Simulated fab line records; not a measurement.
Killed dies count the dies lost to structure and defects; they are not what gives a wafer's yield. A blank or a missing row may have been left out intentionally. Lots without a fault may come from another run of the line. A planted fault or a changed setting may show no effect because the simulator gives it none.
Matching of chambers -- flow n5_finfet -- 3 sister chambers for N5_BEOL_M9_ILD_DEP_00 on pecvd-03
The step deposits SiCOH lowk from DEMS/porogen, target thk 308.51 nm, time 58 s. 6 wafers are shown with their chamber, then 11 later ones without.

## WAFERS WITH THEIR CHAMBER
wafer,chamber,showerhead_vpp_V (V),throttle_valve_pct (%)
L077.4,1,1299,14.9
L078.4,0,1412,13.7
L079.2,0,1394,14.0
L080.1,1,1317,14.5
L080.6,2,1480,13.7
L087.3,2,1468,13.7

## WAFERS WITHOUT THEIR CHAMBER
wafer,showerhead_vpp_V (V),throttle_valve_pct (%)
L087.4,1391,13.7
L087.6,1301,15.0
L089.4,1302,14.5
L089.5,1403,13.8
L089.6,1445,13.6
L090.1,1396,13.7
L090.3,1471,13.5
L090.5,1442,13.6
L097.1,1284,14.4
L097.5,1403,13.8
L097.6,1289,14.3

## THE CHAMBER EACH PASSED THROUGH
wafer,from the rows above,in truth
L087.4,0,0
L087.6,1,1
L089.4,1,1
L089.5,0,0
L089.6,can't be placed: 2 or 0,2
L090.1,0,0
L090.3,2,2
L090.5,can't be placed: 2 or 0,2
L097.1,1,1
L097.5,0,0
L097.6,1,1
Placed correctly: 9 of 11. From these rows, 2 cannot be placed; in 2 the true chamber is one of the candidates. 0 placed wrongly.
How it was worked out, from the rows above alone: a wafer's distance from a chamber is the root of the sum, over the readings, of the square of ((its reading less the chamber's mean) divided by the reading's scatter). The wafer belongs to the nearest chamber; if the next one is less than 2 further off, it can't be placed. Each chamber's mean is taken over the wafers shown for it. The scatter: take each reading less its chamber's mean, square it, sum over the shown wafers, divide by the number of wafers less the number of chambers, and take the root.
